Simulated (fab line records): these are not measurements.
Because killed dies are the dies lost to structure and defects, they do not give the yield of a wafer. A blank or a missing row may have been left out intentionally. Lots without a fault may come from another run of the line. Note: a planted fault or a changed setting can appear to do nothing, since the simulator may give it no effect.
Chamber matching / flow nandHarc / NHARC_A_CONTACT_DEP_85 on pecvd-02: 3 sister chambers
The step deposits SiON, target thk 50 nm. 3 wafers are shown with their chamber, then 8 later ones without.

EACH WAFER AND ITS CHAMBER
wafer=L094.1; chamber=1; heaterPowerW (W)=700
wafer=L094.6; chamber=2; heaterPowerW (W)=615
wafer=L093.3; chamber=0; heaterPowerW (W)=692

WAFERS MISSING THEIR CHAMBER
wafer=L093.4; heaterPowerW (W)=676
wafer=L093.6; heaterPowerW (W)=598
wafer=L097.2; heaterPowerW (W)=580
wafer=L097.4; heaterPowerW (W)=708
wafer=L097.6; heaterPowerW (W)=647
wafer=L095.1; heaterPowerW (W)=687
wafer=L095.4; heaterPowerW (W)=687
wafer=L095.6; heaterPowerW (W)=581

WHICH CHAMBER EACH WENT THROUGH
wafer=L093.4; from the rows above=can't be placed: 0 or 1 or 2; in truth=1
wafer=L093.6; from the rows above=2; in truth=2
wafer=L097.2; from the rows above=2; in truth=2
wafer=L097.4; from the rows above=can't be placed: 1 or 0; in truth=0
wafer=L097.6; from the rows above=can't be placed: 2 or 0 or 1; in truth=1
wafer=L095.1; from the rows above=can't be placed: 0 or 1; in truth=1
wafer=L095.4; from the rows above=can't be placed: 0 or 1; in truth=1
wafer=L095.6; from the rows above=2; in truth=2
Correct placement for 3 of the 8. From these rows, 5 cannot be placed; in 5 the true chamber is one of the candidates. Wrongly placed: 0.
How it was worked out, from the rows above alone: a wafer's distance from a chamber is the root of the sum, over the readings, of the square of ((its reading less the chamber's mean) divided by the reading's scatter). The wafer belongs to the nearest chamber; if the next one is less than 2 further off, it can't be placed. Each chamber's mean is taken over the wafers shown for it. The scatter (one wafer shown for each chamber): square how far every hidden wafer sits from the nearest shown wafer, average those squares and take the square root.
